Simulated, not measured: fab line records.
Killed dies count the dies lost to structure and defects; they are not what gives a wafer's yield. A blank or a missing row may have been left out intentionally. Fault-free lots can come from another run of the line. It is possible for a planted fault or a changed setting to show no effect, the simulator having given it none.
Chamber matching + flow n5Finfet + aldSin-02 running N5_BEOL_M4_ALD_98: 4 sister chambers
The step deposits SiO2, target thk 2.5 nm, pulse time 1 s, co reactant pulse time 1 s. 8 wafers are shown with their chamber, then 10 later ones without.

== WAFERS, EACH WITH ITS CHAMBER ==
| wafer  | chamber | heaterPowerW (W) | susceptorTempC (C) |
|--------|---------|------------------|--------------------|
| L086.1 | 3       | 83               | 100.09             |
| L086.2 | 1       | 93               | 99.88              |
| L086.6 | 2       | 67               | 100.09             |
| L089.1 | 3       | 82               | 99.80              |
| L089.2 | 2       | 65               | 100.04             |
| L089.3 | 0       | 81               | 99.81              |
| L089.4 | 1       | 97               | 99.94              |
| L089.5 | 0       | 82               | 99.84              |

== WAFERS MISSING THEIR CHAMBER ==
| wafer  | heaterPowerW (W) | susceptorTempC (C) |
|--------|------------------|--------------------|
| L089.6 | 82               | 99.95              |
| L090.3 | 83               | 100.08             |
| L090.4 | 67               | 100.02             |
| L090.6 | 85               | 100.13             |
| L093.4 | 96               | 100.09             |
| L093.5 | 66               | 100.02             |
| L093.6 | 95               | 100.12             |
| L096.1 | 68               | 99.91              |
| L096.2 | 95               | 99.91              |
| L096.4 | 83               | 99.92              |

== WHICH CHAMBER EACH WENT THROUGH ==
| wafer  | from the rows above     | in truth |
|--------|-------------------------|----------|
| L089.6 | can't be placed: 3 or 0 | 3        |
| L090.3 | can't be placed: 3 or 0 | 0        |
| L090.4 | 2                       | 2        |
| L090.6 | can't be placed: 3 or 0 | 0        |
| L093.4 | 1                       | 1        |
| L093.5 | 2                       | 2        |
| L093.6 | 1                       | 1        |
| L096.1 | 2                       | 2        |
| L096.2 | 1                       | 1        |
| L096.4 | can't be placed: 3 or 0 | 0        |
6 of 10 placed correctly. Unplaceable from these rows: 4, with the true chamber sitting among the candidates in 4. Number placed wrongly: 0.
How it was worked out, from the rows above alone: a wafer's distance from a chamber is the root of the sum, over the readings, of the square of ((its reading less the chamber's mean) divided by the reading's scatter). The wafer belongs to the nearest chamber; if the next one is less than 2 further off, it can't be placed. The mean given for a chamber averages the wafers shown for that chamber. The scatter: take each reading less its chamber's mean, square it, sum over the shown wafers, divide by the number of wafers less the number of chambers, and take the root.
